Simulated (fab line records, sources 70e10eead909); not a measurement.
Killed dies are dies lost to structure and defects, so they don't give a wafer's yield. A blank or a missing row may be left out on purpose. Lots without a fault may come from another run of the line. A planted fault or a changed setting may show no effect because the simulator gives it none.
Which tool did it? | flow nand_harc | 13 lots, 39 wafers sampled, at 6 steps of a route of 1302

WHAT THE GAUGES READ, wafer by wafer
NHARC_P_M1_CD_MEAS_09: target cd 130 nm.
lot  | measured     | on        | cd_nm (nm)
L894 | day 6 04:32  | cd_sem-01 | 131.0 129.5 129.9
L896 | day 6 23:53  | cd_sem-02 | 130.9 130.9 131.3
L897 | day 7 13:03  | cd_sem-01 | 130.1 129.7 130.7
L899 | day 8 05:26  | cd_sem-03 | 130.1 130.2 130.3
L900 | day 8 18:27  | cd_sem-01 | 129.6 130.1 129.4
L901 | day 9 07:26  | cd_sem-01 | 129.3 128.9 130.0
L906 | day 11 02:42 | cd_sem-03 | 129.2 129.6 129.4
L908 | day 12 08:46 | cd_sem-03 | 131.0 130.8 130.1
L911 | day 13 07:58 | cd_sem-02 | 136.3 136.9 130.8
L912 | day 14 03:31 | cd_sem-01 | 129.6 129.7 129.0
L914 | day 14 13:47 | cd_sem-02 | 129.1 130.1 129.6
L916 | day 15 08:51 | cd_sem-02 | 128.7 128.9 128.4
L917 | day 15 20:23 | cd_sem-02 | 130.0 130.9 131.5

NHARC_P_M1_OVL_MEAS_10: pitch 260 nm.
lot  | measured     | on         | overlay_x_nm (nm) | overlay_y_nm (nm)
L894 | day 6 04:37  | overlay-01 | -1.5 -1.4 -0.7    | 1.2 1.3 1.2
L896 | day 6 23:58  | overlay-01 | 0.5 0.5 -0.1      | -0.5 -0.9 -0.8
L897 | day 7 13:08  | overlay-02 | -0.6 -0.9 -0.3    | -1.1 -1.0 -0.9
L899 | day 8 05:31  | overlay-02 | -1.6 -2.0 -2.2    | -1.3 -1.7 -1.6
L900 | day 8 18:32  | overlay-01 | 0.1 0.0 0.3       | -0.2 -0.9 0.0
L901 | day 9 07:31  | overlay-02 | -1.0 -0.1 -0.7    | 1.6 1.5 1.6
L906 | day 11 02:47 | overlay-01 | 0.7 0.5 0.7       | 0.9 0.5 0.7
L908 | day 12 08:52 | overlay-02 | 0.0 -0.1 0.5      | -0.7 -0.2 -0.2
L911 | day 13 08:03 | overlay-02 | 0.0 -0.5 -0.8     | -0.7 -0.4 -0.4
L912 | day 14 03:36 | overlay-01 | 1.3 1.0 0.7       | -0.5 0.0 0.1
L914 | day 14 13:53 | overlay-01 | -0.4 0.8 0.1      | 0.5 0.5 -0.2
L916 | day 15 08:56 | overlay-02 | -0.6 -1.0 -0.5    | 0.3 0.0 0.3
L917 | day 15 20:28 | overlay-01 | -1.2 -1.2 -1.4    | -0.7 0.0 -0.2

NHARC_P_M1_INSPECT_11.
lot  | measured     | on                | raw_defect_count
L894 | day 6 04:40  | defect_inspect-01 | 13 8 10
L896 | day 7 00:01  | defect_inspect-02 | 2 3 0
L897 | day 7 13:10  | defect_inspect-02 | 6 0 5
L899 | day 8 05:33  | defect_inspect-01 | 2 2 3
L900 | day 8 18:35  | defect_inspect-02 | 5 9 2
L901 | day 9 07:34  | defect_inspect-02 | 2 2 4
L906 | day 11 02:50 | defect_inspect-01 | 3 3 4
L908 | day 12 08:53 | defect_inspect-01 | 2 5 4
L911 | day 13 08:05 | defect_inspect-02 | 5 7 7
L912 | day 14 03:38 | defect_inspect-01 | 8 7 8
L914 | day 14 13:55 | defect_inspect-02 | 8 7 4
L916 | day 15 08:59 | defect_inspect-02 | 1 2 3
L917 | day 15 20:31 | defect_inspect-01 | 3 1 4

NHARC_END_SORT_01.
lot  | measured     | on        | defect_limited_yield (%) | killed_at_array | killed_at_other | killed_at_periphery | killed_dies | killed_open | killed_short
L908 | day 30 06:19 | prober-01 | 93 92 93                 | 38 50 47        | 1 1 0           | 6 5 2               | 45 56 49    | 6 6 2       | 2 3 4

WHICH TOOL RAN EACH LOT (tool, then ch and the chambers of the sampled wafers, then the start)
lot  | NHARC_P_M0_PRE_CLEAN_29                 | NHARC_P_M1_PEB_07
L894 | pvd_sputter-02, day 6 04:28 or earlier  | litho_track-04 ch 0, day 6 04:28
L896 | pvd_sputter-01, day 6 23:49 or earlier  | litho_track-04 ch 0, day 6 23:49
L897 | pvd_sputter-03, day 7 12:58 or earlier  | litho_track-06 ch 0, day 7 12:58
L899 | pvd_sputter-02, day 8 05:21 or earlier  | litho_track-04 ch 0, day 8 05:21
L900 | pvd_sputter-02, day 8 18:22 or earlier  | litho_track-04 ch 0, day 8 18:22
L901 | pvd_sputter-03, day 9 07:22 or earlier  | litho_track-06 ch 0, day 9 07:22
L906 | pvd_sputter-02, day 11 02:37 or earlier | litho_track-01 ch 0, day 11 02:37
L908 | pvd_sputter-03, day 12 08:41 or earlier | litho_track-04 ch 0, day 12 08:41
L911 | pvd_sputter-02, day 13 07:53 or earlier | litho_track-04 ch 0, day 13 07:53
L912 | pvd_sputter-03, day 14 03:26 or earlier | litho_track-01 ch 0, day 14 03:26
L914 | pvd_sputter-01, day 14 13:43 or earlier | litho_track-01 ch 0, day 14 13:43
L916 | pvd_sputter-01, day 15 08:47 or earlier | litho_track-06 ch 0, day 15 08:47
L917 | pvd_sputter-02, day 15 20:18 or earlier | litho_track-04 ch 0, day 15 20:18
- NHARC_P_M0_PRE_CLEAN_29: time 30 s.
- NHARC_P_M1_PEB_07: peb time 65 s.

WHAT THE TOOLS THEMSELVES READ (means of the sampled wafers that have a number; where no wafer has one, the mark that the record gives instead)
NHARC_P_M0_PRE_CLEAN_29.
lot  | tool           | heater_power_w (W)
L894 | pvd_sputter-02 | 434
L896 | pvd_sputter-01 | 403
L897 | pvd_sputter-03 | 425
L899 | pvd_sputter-02 | 427
L900 | pvd_sputter-02 | 444
L901 | pvd_sputter-03 | 405
L906 | pvd_sputter-02 | 424
L908 | pvd_sputter-03 | 394
L911 | pvd_sputter-02 | 436
L912 | pvd_sputter-03 | 404
L914 | pvd_sputter-01 | 439
L916 | pvd_sputter-01 | 428
L917 | pvd_sputter-02 | 432

THE ANSWER, worked out from the rows above alone
Rule: what is usual is taken from the lots themselves. Put in order of their means at a reading, lots are off if they are a third of the lots or fewer, leave a main group of 4 or more, and stand apart from it by a gap of 3 or more times the standard deviation of the main group's means; of several such gaps the widest counts. A main group whose means are all the same, to the digits that the tables above print for the reading, isn't used. A lot without any number at a reading at which 4 lots or more have one is off too. The other lots that the step has rows for count as sound. The gauges are gone through in route order, then the tools' own readings, and for those a lot's mean is taken as printed above. The first step at which some lot is off is used, and at that step the reading that is off furthest; a lot without a number counts as furthest.
Off: L911, at NHARC_P_M1_CD_MEAS_09 (cd_nm). The main group: mean 129.9 nm, standard deviation 0.66.
A tool fits if, at a process step before that reading, it ran every lot that is off, and no sound lot after the first of them. The gauges at NHARC_P_M1_CD_MEAS_09 are tried like those tools. NHARC_P_M0_PRE_CLEAN_29 gives no start for some lots, so the hours and the order of its lots are those of NHARC_P_M1_PEB_07. None of those tried fits.

WHAT THE SIMULATOR HAD PUT IN
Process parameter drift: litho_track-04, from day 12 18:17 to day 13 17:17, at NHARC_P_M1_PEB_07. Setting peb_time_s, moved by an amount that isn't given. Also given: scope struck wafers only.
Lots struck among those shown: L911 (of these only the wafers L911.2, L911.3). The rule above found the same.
